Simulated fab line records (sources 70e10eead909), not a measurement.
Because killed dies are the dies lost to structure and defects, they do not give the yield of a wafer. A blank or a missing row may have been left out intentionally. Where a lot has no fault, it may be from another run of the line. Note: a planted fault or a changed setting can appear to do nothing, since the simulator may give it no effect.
Chamber matching -- flow nandHarc -- rieDiel-06 running NHARC_P_GATE_DESCUM_31: 4 sister chambers
The step chemistry O2, time 3 s. 14 wafers are shown with their chamber, then 7 later ones without.

== WAFERS, EACH WITH ITS CHAMBER ==
wafer,chamber,showerheadPlenumPTorr (Torr),drypumpMotorCurrentA (A),throttleValvePct (%)
L870.1,2,2.00,6.1,11.317
L870.2,1,1.79,6.2,11.327
L870.4,3,1.89,5.6,11.301
L872.2,3,1.89,5.6,11.295
L872.3,1,1.79,6.2,11.324
L872.4,1,1.79,6.2,11.309
L885.3,0,2.06,6.6,11.304
L885.5,0,2.06,6.6,11.302
L885.6,3,1.89,5.6,11.311
L887.2,3,1.89,5.6,11.304
L887.3,2,1.99,6.0,11.312
L887.6,3,1.89,5.6,11.318
L889.2,3,1.89,5.6,11.313
L889.3,1,1.78,6.2,11.313

SIGNATURES (averages over the wafers above)
reading,chamber 0,chamber 1,chamber 2,chamber 3,scatter within a chamber
showerheadPlenumPTorr,2.0600,1.7875,1.9950,1.8900,0.00354
drypumpMotorCurrentA,6.600,6.200,6.050,5.600,0.0224
throttleValvePct,11.30300,11.31825,11.31450,11.30700,0.00774
Rule: for each reading, subtract the chamber's mean from the wafer's reading, divide by that reading's scatter and square the result; add these up over the readings and take the root, which gives the wafer's distance from the chamber. If the next closest chamber is less than 2 further off than the closest, the wafer can't be placed; otherwise it belongs to the closest. The scatter is the square root of a quotient: the sum, over the shown wafers, of each reading's squared deviation from its chamber's mean, divided by wafers minus chambers.

== WAFERS WITHOUT THEIR CHAMBER ==
wafer,showerheadPlenumPTorr (Torr),drypumpMotorCurrentA (A),throttleValvePct (%)
L889.5,1.78,6.1,11.310
L892.1,1.78,6.2,11.303
L892.3,2.06,6.6,11.313
L892.5,1.99,6.1,11.323
L893.2,1.78,6.1,11.322
L893.3,2.06,6.6,11.323
L893.4,1.99,6.0,11.320

== CHAMBER TAKEN BY EACH ==
wafer,from the rows above,in truth
L889.5,1,1
L892.1,1,1
L892.3,0,0
L892.5,2,2
L893.2,1,1
L893.3,0,0
L893.4,2,2
Placed correctly: 7 of 7. Can't be placed from these rows: 0. Wrongly placed: 0.
